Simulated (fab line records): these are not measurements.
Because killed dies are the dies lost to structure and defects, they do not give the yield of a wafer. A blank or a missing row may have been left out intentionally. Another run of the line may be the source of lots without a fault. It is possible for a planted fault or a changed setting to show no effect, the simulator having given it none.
Split-lot experiment -- flow n5Finfet -- 21 wafers read from 7 lots, route of 1938 steps

## ABOUT THE SPLIT
At N5_BEOL_M10_COAT_63 (time 60 s, resist thk 100 nm), the setting spinRpm was moved away from the recipe's 1500 rpm on 6 of the 21 wafers read, by -9.1% to +8.9%. The other wafers ran this setting at the recipe's value.

## FROM THE SPLIT TO THE READING: what the file shows between them, 6 steps
- N5_BEOL_M10_COAT_64: time 60 s, resist thk 30 nm
- N5_BEOL_M10_COAT_22: resist thk 90 nm
- N5_BEOL_M10_DESCUM_33: chemistry O2, time 7.9 s
- N5_BEOL_M10_ETCH_65: etches SiARC in CF4, target depth 39 nm, time 65 s
- N5_BEOL_M10_ETCH_66: etches SOC in N2/H2, target depth 120 nm, overetch 24 nm, time 180 s
- N5_BEOL_M10_STRIP_69: strips in N2/H2

## THE READING
SOC_of_BEOL_M10_COAT_63.thkNm (the simulator's own value, which no gauge read), in nm, at N5_BEOL_M10_VIA_ETCH_34 (etches SiCOH lowk in C4F6/O2, target depth 184.5 nm, time 69.2 s). The file does not state a usual value for it. The 15 wafers here that ran the recipe average 92.0 nm, standard deviation 0.27 nm.

wafer,"tool, chamber at the split","spinRpm as run, rpm",against the recipe,"SOC_of_BEOL_M10_COAT_63.thkNm, nm",against lot-mates on the recipe
L077.1,"lithoTrack-02, 0",1500,recipe,92.2,-
L077.2,"lithoTrack-02, 0",1606,+7.1%,88.8,-3.2
L077.3,"lithoTrack-02, 0",1500,recipe,91.8,-
L081.1,"lithoTrack-02, 0",1500,recipe,92,-
L081.4,"lithoTrack-02, 0",1500,recipe,92,-
L081.5,"lithoTrack-02, 0",1364,-9.1%,96.8,+4.8
L084.4,"lithoTrack-02, 0",1500,recipe,92.6,-
L084.5,"lithoTrack-02, 0",1500,recipe,92.4,-
L084.6,"lithoTrack-02, 0",1500,recipe,92.4,-
L086.1,"lithoTrack-03, 0",1500,recipe,92,-
L086.3,"lithoTrack-03, 0",1500,recipe,91.8,-
L086.5,"lithoTrack-03, 0",1400,-6.7%,95.4,+3.5
L088.4,"lithoTrack-02, 0",1500,recipe,91.6,-
L088.5,"lithoTrack-02, 0",1633,+8.9%,87.4,-4.2
L088.6,"lithoTrack-02, 0",1633,+8.9%,87.8,-3.8
L091.1,"lithoTrack-02, 0",1500,recipe,92,-
L091.2,"lithoTrack-02, 0",1500,recipe,91.8,-
L091.5,"lithoTrack-02, 0",1500,recipe,91.8,-
L094.1,"lithoTrack-03, 0",1500,recipe,92.2,-
L094.3,"lithoTrack-03, 0",1500,recipe,92,-
L094.5,"lithoTrack-03, 0",1376,-8.3%,96.8,+4.7

FIT RESULTS
A straight line over all 21 wafers: SOC_of_BEOL_M10_COAT_63.thkNm changes by -0.514 nm for each +1% of spinRpm; r = -0.99; the points scatter about the line by 0.28 nm.
The same after taking each lot's own level away (the mean of its wafers on the recipe; 21 wafers): -0.496 nm for each +1%; r = -1.00; scatter 0.22 nm.
The reading moves by 4.5 nm for the largest change in spinRpm, on that fit.
From 91.60 to 92.47 nm: that is the span of the lots' own levels, equal to 3.3 times the standard deviation above.
Hence the lot-to-lot level has little effect on the slope; both slopes agree.
Check: +4.53 nm against its lot-mates is what the line predicts for one of the wafers moved furthest among these (-9.1%) when that wafer is left out of the fit. It came out at +4.8 nm against them.

## THE WHOLE CHAIN: every reading that the file lists as answering this split, in the file's order
step,what it does,reading,change (the file's fit),r (the file's)
N5_BEOL_M10_COAT_63,"time 60 s, resist thk 100 nm","SOC_of_BEOL_M10_COAT_63.thkNm (the simulator's own value, which no gauge read)",-0.516 nm for each +1% of the setting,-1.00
N5_BEOL_M10_ETCH_66,"etches SOC in N2/H2, target depth 120 nm, overetch 24 nm, time 180 s","etch.depthNm (the simulator's own value, which no gauge read)",-0.513 nm for each +1% of the setting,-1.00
N5_BEOL_M10_VIA_ETCH_34,"etches SiCOH lowk in C4F6/O2, target depth 184.5 nm, time 69.2 s","SOC_of_BEOL_M10_COAT_63.thkNm (the simulator's own value, which no gauge read)",-0.506 nm for each +1% of the setting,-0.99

## THE FILE'S OWN FIT
SOC_of_BEOL_M10_COAT_63.thkNm changes by -0.506 nm for each +1% of spinRpm, r = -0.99.
